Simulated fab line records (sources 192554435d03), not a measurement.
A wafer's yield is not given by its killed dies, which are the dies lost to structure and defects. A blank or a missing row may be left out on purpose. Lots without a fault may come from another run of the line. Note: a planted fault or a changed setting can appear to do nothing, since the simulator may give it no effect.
A struck lot beside a sound one -- flow n5_finfet -- 37 steps out of a route of 1938
Sound: the wafers L251.1, L251.2, L251.4. Wafers struck: L241.1, L241.3, L241.5. The cause comes at the end.
For every step that has rows: the tool of each side, followed by ch and its chambers, followed by its first start. Under that, the readings that differ: sound wafers -- struck wafers -- difference of the means -- sigmas: that difference in standard deviations of wafers without a fault.
alike: a reading whose means differ by less than 2 such deviations, as well as words and numbers matching on both sides. not compared: withheld readings; readings where some wafer has no value; bounds like >300 that might hide an equal value; numbers whose values overlap and for which the record gives no deviation.
A row with sigmas, a row that says differs or no value, or rows on one side alone: a step with any of these is where the two part. Numbers that have no deviation but don't overlap get no sigmas and don't part them. A reading that every wafer of one side lacks parts them only if that side has two wafers or more.

first, 9 steps without rows for these wafers: N5_BEOL_M4_ANNEAL_95 (time 240 s); N5_BEOL_M4_SPUTTER_96 (material Cu, target thk 4.5 nm, time 8.29 s); N5_BEOL_M4_ECD_50 (material Cu, target thk 300 nm); N5_BEOL_M4_ANNEAL_51 (time 90 s); N5_BEOL_M4_CMP_52 (polishes, stops on SiOC, t overpolish 6.8 s, target thk 40 nm); N5_BEOL_M4_PRE_CLEAN_60 (time 15 s); N5_BEOL_M4_CO_CAP_55 (material Co, precursor CCTBA/H2, target thk 2 nm, time 102.1 s); N5_BEOL_M4_PRE_CLEAN_56 (time 15 s); N5_BEOL_M4_DEP_57 (deposits SiCN from 3MS/NH3, target thk 8 nm, time 14 s).
N5_BEOL_M4_RC_MEAS_101:
  sound on prober-01 ch 0, day 11 03:31; struck on prober-01 ch 0, day 8 15:20
  alike: DIBL_N, DIBL_P, IOFF_N, IOFF_P, ION_N, ION_P, SS_N, SS_P, VT_N, VT_P
then, 24 steps without rows for these wafers: N5_BEOL_M5_ILD_DEP_00 (deposits SiCOH lowk from DEMS/porogen, target thk 140.64 nm, time 25.9 s); N5_BEOL_M5_CURE_79 (cures SiCOH lowk, time 240 s); N5_BEOL_M5_PECVD_70 (deposits SiO2 from TEOS/O2, target thk 16 nm, time 18 s); N5_BEOL_M5_HM_DEP_02 (deposits TiN, target thk 20 nm); N5_BEOL_M5_COAT_59 (time 60 s, resist thk 60 nm); N5_BEOL_M5_COAT_60 (time 60 s, resist thk 12 nm); N5_BEOL_M5_COAT_71 (time 60 s, resist thk 5 nm); N5_BEOL_M5_COAT_05 (resist thk 30 nm); N5_BEOL_M5_EBR_07; N5_BEOL_M5_SOFTBAKE_06 (time 60 s); N5_BEOL_M5_EXPOSE_08 (exposes mask M5, target cd 28 nm); N5_BEOL_M5_PEB_09 (peb time 60 s); N5_BEOL_M5_DEVELOP_10 (develop time 30 s); N5_BEOL_M5_DESCUM_16 (chemistry O2, time 7 s); N5_BEOL_M5_ETCH_72 (etches underlayer in N2/H2, target depth 6.5 nm, time 5.2 s); N5_BEOL_M5_ETCH_61 (etches SiARC in CF4, target depth 15.6 nm, time 26 s); N5_BEOL_M5_ETCH_62 (etches SOC in N2/H2, target depth 75 nm, overetch 15 nm, time 112.5 s); N5_BEOL_M5_STRIP_63 (strips in N2/H2); N5_BEOL_M5_STRIP_73 (strips in N2/H2); N5_BEOL_M5_STRIP_64 (strips in CF4); N5_BEOL_M5_HM_OPEN_17 (chemistry Cl2/BCl3, target TiN, target depth 20 nm, overetch 6 nm); N5_BEOL_M5_STRIP_19 (strips in O2); N5_BEOL_M5_COAT_65 (time 60 s, resist thk 60 nm); N5_BEOL_M5_COAT_66 (time 60 s, resist thk 12 nm).
-- the record jumps here: 3 days lie between the struck wafers' starts before and after (it left off in module BEOL_M5 and takes up again in module BEOL_M12, whose first step shown is number 1636 of the route) --
N5_BEOL_M12_ETCH_67: etches SiARC in CF4, target depth 143 nm, time 238.3 s.
  sound on rie_diel-01 ch 0,2,3, day 13 21:25; struck on rie_diel-02 ch 2,3, day 11 11:59
  no value came back on the struck wafers for any of 10 readings (bias_w (W), cf4_flow_sccm (sccm) and others); on the sound wafers bias_w (W) reads 35.91 36.02 36.10
reading,sound,struck,difference,sigmas
model.coat_of_BEOL_M12_COAT_22.thk_nm (nm),211 211.2 210.8,285.2 284.8 285.4,+74.1,
N5_BEOL_M12_OCD_MEAS_35:
  struck on ocd-02, day 11 12:28; sound on ocd-02, day 13 21:54
reading,sound,struck,difference,sigmas
trench_depth_nm (nm),323 309 312,- - -,no value on the struck wafers,
N5_PASSIVATION_PROBE_49:
  struck on prober-01, day 13 04:39; sound on prober-02, day 15 15:38
reading,sound,struck,difference,sigmas
defect_limited_yield (%),92.9 94.0 90.3,0 0 0,-92,-62
killed_at_M4_up,19 13 17,1072 1118 1113,+1085,+99 or more
killed_dies,84 71 114,1180 1180 1180,+1090,+61
killed_on_rim,13 4 20,152 152 152,+140,+34
sort_bin_5_function (%),4.9 3.7 6.3,95.8 97.5 97.4,+91.9,+92
sort_n_pass,1096 1109 1066,0 0 0,-1090,-61
sort_yield_pct (%),92.9 94.0 90.3,0 0 0,-92,-62
  alike: killed_at_M0_to_M3, killed_at_contacts, killed_at_front_end, killed_at_other, killed_open, killed_short, sort_bin_4_leakage, sort_bin_6_memory

WHERE THEY PART
First at N5_BEOL_M12_ETCH_67; last, within this record, at N5_PASSIVATION_PROBE_49.

WHY: the cause the simulator had injected
Skipped step whole: rie_diel-02, from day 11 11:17 on, at N5_BEOL_M12_ETCH_67. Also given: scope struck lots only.
